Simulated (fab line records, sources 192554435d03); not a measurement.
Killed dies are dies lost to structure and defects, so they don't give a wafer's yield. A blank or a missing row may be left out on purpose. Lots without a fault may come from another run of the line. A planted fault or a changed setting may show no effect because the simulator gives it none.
Split-lot experiment | flow n5_finfet | 7 lots, 21 wafers read, on a route of 1938 steps

THE SPLIT
At N5_BEOL_M5_COAT_74 (time 60 s, resist thk 5 nm), the setting spin_rpm was moved away from the recipe's 1500 rpm on 5 of the 21 wafers read, by +5.0% to +10.1%. The other wafers ran this setting at the recipe's value.

FROM THE SPLIT TO THE READING: what the file shows between them, 3 steps
- N5_BEOL_M5_COAT_22: resist thk 30 nm
- N5_BEOL_M5_EBR_24
- N5_BEOL_M5_DESCUM_33: chemistry O2, time 7 s

THE READING
etch.depth_nm (the simulator's own value, which no gauge read), in nm, at N5_BEOL_M5_ETCH_75 (etches underlayer in N2/H2, target depth 6.5 nm, time 5.2 s). The file gives no usual value for it. The 16 wafers here that ran the recipe average 5.004 nm, standard deviation 0.0099 nm.

wafer  | tool, chamber at the split | spin_rpm as run, rpm | against the recipe | etch.depth_nm, nm | against lot-mates on the recipe
L074.2 | litho_track-02, 0          | 1583                 | +5.5%              | 4.87              | -0.132
L074.4 | litho_track-02, 0          | 1500                 | recipe             | 5.002             | -
L074.6 | litho_track-02, 0          | 1583                 | +5.5%              | 4.864             | -0.138
L084.3 | litho_track-03, 0          | 1500                 | recipe             | 5.013             | -
L084.4 | litho_track-03, 0          | 1500                 | recipe             | 4.995             | -
L084.5 | litho_track-03, 0          | 1500                 | recipe             | 5.002             | -
L085.1 | litho_track-03, 0          | 1500                 | recipe             | 4.99              | -
L085.3 | litho_track-03, 0          | 1575                 | +5.0%              | 4.882             | -0.113
L085.4 | litho_track-03, 0          | 1500                 | recipe             | 5                 | -
L086.2 | litho_track-03, 0          | 1651                 | +10.1%             | 4.789             | -0.216
L086.5 | litho_track-03, 0          | 1500                 | recipe             | 5.001             | -
L086.6 | litho_track-03, 0          | 1500                 | recipe             | 5.009             | -
L089.2 | litho_track-03, 0          | 1648                 | +9.9%              | 4.757             | -0.242
L089.5 | litho_track-03, 0          | 1500                 | recipe             | 5                 | -
L089.6 | litho_track-03, 0          | 1500                 | recipe             | 4.999             | -
L090.1 | litho_track-03, 0          | 1500                 | recipe             | 4.998             | -
L090.2 | litho_track-03, 0          | 1500                 | recipe             | 4.989             | -
L090.6 | litho_track-03, 0          | 1500                 | recipe             | 5.01              | -
L093.1 | litho_track-04, 0          | 1500                 | recipe             | 5.01              | -
L093.2 | litho_track-04, 0          | 1500                 | recipe             | 5.026             | -
L093.5 | litho_track-04, 0          | 1500                 | recipe             | 5.021             | -

THE FIT
A straight line over all 21 wafers: etch.depth_nm changes by -0.0236 nm for each +1% of spin_rpm; r = -0.99; the points scatter about the line by 0.011 nm.
The same after taking each lot's own level away (the mean of its wafers on the recipe; 21 wafers): -0.0232 nm for each +1%; r = -1.00; scatter 0.008 nm.
On that fit, the largest move of spin_rpm shifts the reading by 0.23 nm.
The lots' own levels span 4.9950 to 5.0190 nm, that is 2.4 times the standard deviation above.
So the lot-to-lot level changes the slope little: the two slopes agree.
Check: with one of the wafers moved furthest among these (+10.1%) left out of the fit, the line predicts -0.244 nm for it against its lot-mates. It came out at -0.216 nm against them.

OTHER SPLITS ON THESE WAFERS
These wafers also went through other splits before the reading. Each is held against what the fit with the lots' levels taken away leaves over:
other split on the same wafers | wafers away from the commonest value | r with etch.depth_nm (lot level and that fit taken away)
N5_BEOL_M4_DESCUM_16 time_s    | 3                                    | +0.00
N5_BEOL_M4_ETCH_64 bias_w      | 4                                    | -0.03
N5_BEOL_M5_COAT_65 spin_rpm    | 5                                    | -0.16

THE FILE'S OWN FIT
etch.depth_nm changes by -0.0232 nm for each +1% of spin_rpm, r = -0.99.
